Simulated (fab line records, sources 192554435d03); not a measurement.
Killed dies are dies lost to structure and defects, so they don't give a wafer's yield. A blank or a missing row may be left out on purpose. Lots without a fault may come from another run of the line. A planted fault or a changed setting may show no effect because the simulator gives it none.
Split-lot experiment | flow n5_finfet | 7 lots, 39 wafers read, on a route of 1938 steps

THE SPLIT
At N5_BEOL_M15_TRENCH_ETCH_34 (etches SiO2 in C4F8/O2/Ar, target depth 872.93 nm, time 199 s), the setting target_depth_a was moved away from the recipe's 8729.3 angstrom on 12 of the 39 wafers read, by -46.4% to +43.9%. The other wafers ran this setting at the recipe's value.

FROM THE SPLIT TO THE READING: what the file shows between them, 7 steps
- N5_BEOL_M15_STRIP_36: strips in O2
- N5_BEOL_M15_ECD_47: material Cu, target thk 1860 nm
- N5_BEOL_M15_ANNEAL_48: time 90 s
- N5_BEOL_M15_CMP_49: polishes, stops on SiO2, t overpolish 4.9 s, target thk 850 nm
- N5_BEOL_M15_THK_MEAS_50: measures by xrf
- N5_BEOL_M15_PRE_CLEAN_52: time 15 s
- N5_BEOL_M15_DEP_53: deposits SiCN from 3MS/NH3, target thk 50 nm, time 17.8 s

THE READING
M15_RS, in ohm/sq, at N5_BEOL_M15_RS_MEAS_54 (measures by four-point-probe). Fault-free wafers of this fab line usually give 0.0216 ohm/sq, standard deviation 0.00031 ohm/sq.

wafer  | tool, chamber at the split | target_depth_a as run, angstrom | against the recipe | M15_RS, ohm/sq | against lot-mates on the recipe
L074.1 | rie_diel-06, 1             | 8729.3                          | recipe             | 0.0212         | -
L074.2 | rie_diel-06, 0             | 6879                            | -21.2%             | 0.0282         | +0.0067
L074.3 | rie_diel-06, 0             | 6879                            | -21.2%             | 0.0280         | +0.0065
L074.4 | rie_diel-06, 1             | 6879                            | -21.2%             | 0.0273         | +0.0058
L074.5 | rie_diel-06, 1             | 8729.3                          | recipe             | 0.0212         | -
L074.6 | rie_diel-06, 0             | 8729.3                          | recipe             | 0.0220         | -
L078.1 | rie_diel-06, 2             | 8729.3                          | recipe             | 0.0216         | -
L078.2 | rie_diel-06, 0             | 8729.3                          | recipe             | 0.0222         | -
L078.3 | rie_diel-06, 1             | 8729.3                          | recipe             | 0.0218         | -
L078.4 | rie_diel-06, 2             | 8729.3                          | recipe             | 0.0217         | -
L078.5 | rie_diel-06, 0             | 8729.3                          | recipe             | 0.0223         | -
L078.6 | rie_diel-06, 1             | 8729.3                          | recipe             | 0.0216         | -
L083.1 | rie_diel-06, 2             | 8729.3                          | recipe             | 0.0214         | -
L083.2 | rie_diel-06, 3             | 8729.3                          | recipe             | 0.0214         | -
L083.3 | rie_diel-06, 1             | 12560                           | +43.9%             | 0.0147         | -0.0067
L083.4 | rie_diel-06, 0             | 12560                           | +43.9%             | 0.0150         | -0.0064
L083.5 | rie_diel-06, 2             | 8729.3                          | recipe             | 0.0215         | -
L083.6 | rie_diel-06, 1             | 12560                           | +43.9%             | 0.0148         | -0.0066
L081.1 | rie_diel-02, 1             | 8729.3                          | recipe             | 0.0218         | -
L081.2 | rie_diel-02, 3             | 8729.3                          | recipe             | 0.0214         | -
L081.3 | rie_diel-02, 0             | 8729.3                          | recipe             | 0.0223         | -
L081.4 | rie_diel-02, 1             | 8729.3                          | recipe             | 0.0216         | -
L081.5 | rie_diel-02, 3             | 8729.3                          | recipe             | 0.0212         | -
L081.6 | rie_diel-02, 0             | 8729.3                          | recipe             | 0.0219         | -
L084.1 | rie_diel-06, 2             | 4680                            | -46.4%             | 0.0413         | +0.0196
L084.2 | rie_diel-06, 3             | 4680                            | -46.4%             | 0.0411         | +0.0194
L084.3 | rie_diel-06, 1             | 8729.3                          | recipe             | 0.0211         | -
L084.4 | rie_diel-06, 0             | 8729.3                          | recipe             | 0.0221         | -
L084.5 | rie_diel-06, 1             | 4680                            | -46.4%             | 0.0408         | +0.0191
L084.6 | rie_diel-06, 0             | 8729.3                          | recipe             | 0.0219         | -
L082.1 | rie_diel-05, 0             | 8729.3                          | recipe             | 0.0220         | -
L082.2 | rie_diel-05, 1             | 11270                           | +29.1%             | 0.0167         | -0.0052
L082.3 | rie_diel-05, 3             | 11270                           | +29.1%             | 0.0168         | -0.0051
L082.4 | rie_diel-05, 2             | 8729.3                          | recipe             | 0.0219         | -
L082.5 | rie_diel-05, 1             | 11270                           | +29.1%             | 0.0168         | -0.0051
L082.6 | rie_diel-05, 0             | 8729.3                          | recipe             | 0.0218         | -
L095.1 | rie_diel-02, 3             | 8729.3                          | recipe             | 0.0213         | -
L095.3 | rie_diel-02, 1             | 8729.3                          | recipe             | 0.0213         | -
L095.5 | rie_diel-02, 3             | 8729.3                          | recipe             | 0.0214         | -

THE FIT
A straight line over all 39 wafers: M15_RS changes by -0.000275 ohm/sq for each +1% of target_depth_a; r = -0.93; the points scatter about the line by 0.0023 ohm/sq.
The same after taking each lot's own level away (the mean of its wafers on the recipe; 39 wafers): -0.000275 ohm/sq for each +1%; r = -0.93; scatter 0.0023 ohm/sq.
On that fit, the largest move of target_depth_a shifts the reading by 0.013 ohm/sq.
The lots' own levels span 0.02133 to 0.02190 ohm/sq, that is 1.8 times the standard deviation above.
So the lot-to-lot level changes the slope little: the two slopes agree.
Check: with one of the wafers moved furthest among these (-46.4%) left out of the fit, the line predicts +0.0129 ohm/sq for it against its lot-mates. It came out at +0.0196 ohm/sq against them.

OTHER SPLITS ON THESE WAFERS
These wafers also went through other splits before the reading. Each is held against what the fit with the lots' levels taken away leaves over:
other split on the same wafers | wafers away from the commonest value | r with M15_RS (lot level and that fit taken away)
N5_BEOL_M13_ILD_DEP_00 time_s  | 9                                    | +0.37

THE WHOLE CHAIN: every reading that the file lists as answering this split, in the file's order
step                       | what it does                                                   | reading                                                                          | change (the file's fit)               | r (the file's)
N5_BEOL_M15_TRENCH_ETCH_34 | etches SiO2 in C4F8/O2/Ar, target depth 872.93 nm, time 199 s  | etch.depth_nm (the simulator's own value, which no gauge read)                   | +8.54 nm for each +1% of the setting  | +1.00
N5_BEOL_M15_TRENCH_ETCH_34 | etches SiO2 in C4F8/O2/Ar, target depth 872.93 nm, time 199 s  | coat_of_BEOL_M15_COAT_22.thk_nm (the simulator's own value, which no gauge read) | -1.68 nm for each +1% of the setting  | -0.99
N5_BEOL_M15_CMP_49         | polishes, stops on SiO2, t overpolish 4.9 s, target thk 850 nm | Cu_of_BEOL_M15_ECD_47.thk_nm (the simulator's own value, which no gauge read)    | +8.55 nm for each +1% of the setting  | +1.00
N5_BEOL_M15_THK_MEAS_50    | measures by xrf                                                | M15_THK                                                                          | +8.13 for each +1% of the setting     | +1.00
N5_BEOL_M15_RS_MEAS_54     | measures by four-point-probe                                   | M15_RS                                                                           | -0.000274 for each +1% of the setting | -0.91

THE FILE'S OWN FIT
M15_RS changes by -0.000274 ohm/sq for each +1% of target_depth_a, r = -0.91.
